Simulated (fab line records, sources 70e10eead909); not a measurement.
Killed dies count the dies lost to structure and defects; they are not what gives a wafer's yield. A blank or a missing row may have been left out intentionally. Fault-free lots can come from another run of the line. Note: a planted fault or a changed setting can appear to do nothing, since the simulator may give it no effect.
The same fault as seen by 2 desks | flow nand-harc | every desk sees just its own numbers, and what lay behind them comes last

== THE DEFECT DESK ==
What the inspections along the route counted, lot by lot: means of the sampled wafers that have a number. Any lot whose mean is over 4 standard deviations away from the usual mean is out of limits and marked OUT; that distance is given in the brackets.
Columns: A = raw-defect-count at NHARC_A_CONTACT_INSPECT_10, usual 31
lot  | first seen here | A
L397 | day 17 04:11    | 19
L406 | day 19 01:30    | 25
L409 | day 19 17:11    | 34
L407 | day 19 20:01    | 18
L408 | day 20 02:21    | 34
L410 | day 20 06:01    | 49
L412 | day 20 10:26    | 46
L411 | day 20 11:40    | 35
L416 | day 21 09:53    | 56
L417 | day 22 03:01    | 22
L420 | day 22 21:22    | 23
This desk's finding: nothing out of limits on any of the 11 lots.

== FOR THE TOOL OWNER'S DESK: rie-diel-12 ==
The tool's own readings at NHARC_A_CONTACT_ETCH_98 (etches the open film in C4F6/O2, target depth 20 nm, time 10 s): means of the sampled wafers that have a number, for each lot that ran on this tool. Any lot whose mean is over 4 standard deviations away from the usual mean is out of limits and marked OUT; that distance is given in the brackets.
Columns: A = drypump-motor-current-A at NHARC_A_CONTACT_ETCH_98, usual 5.6 A; B = o2-flow-sccm at NHARC_A_CONTACT_ETCH_98, usual 20.01 sccm; C = oes-product-au at NHARC_A_CONTACT_ETCH_98, usual 0.959 a.u.; D = rf-vpp-V at NHARC_A_CONTACT_ETCH_98, usual 546.8 V; E = showerhead-plenum-p-Torr at NHARC_A_CONTACT_ETCH_98, usual 3.92 Torr; F = throttle-valve-pct at NHARC_A_CONTACT_ETCH_98, usual 26.905 %
lot  | first seen here | A   | B     | C               | D     | E    | F
L397 | day 17 06:40    | 5.6 | 20.00 | 1.003           | 546.7 | 3.92 | 26.909
L409 | day 19 19:29    | 5.7 | 20.02 | 0.719 (-10) OUT | 544.3 | 3.81 | 26.906
L408 | day 20 04:40    | 5.8 | 20.02 | 0.716 (-10) OUT | 545.7 | 3.85 | 26.905
This desk's verdict: out of limits on L408, L409, starting with L409 at day 19 19:29 (oes-product-au at NHARC_A_CONTACT_ETCH_98). In limits: L397.

== TAKEN TOGETHER ==
The tool owner's desk had the chance to raise an alarm at day 19 19:29 on L408, L409.
No out-of-limits result turned up at the defect desk.
The defect desk has L408, L409 on record, within its limits.
Of the lots named, all ran NHARC_A_CONTACT_ETCH_98 on rie-diel-12.

== WHAT THE SIMULATOR PUT IN ==
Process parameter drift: rie-diel-12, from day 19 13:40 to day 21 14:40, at NHARC_A_CONTACT_ETCH_98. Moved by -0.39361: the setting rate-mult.
Struck lots among those shown: L408, L409.
Hours from the fault's start to each desk's first reading out of limits: the tool owner's desk, 6.
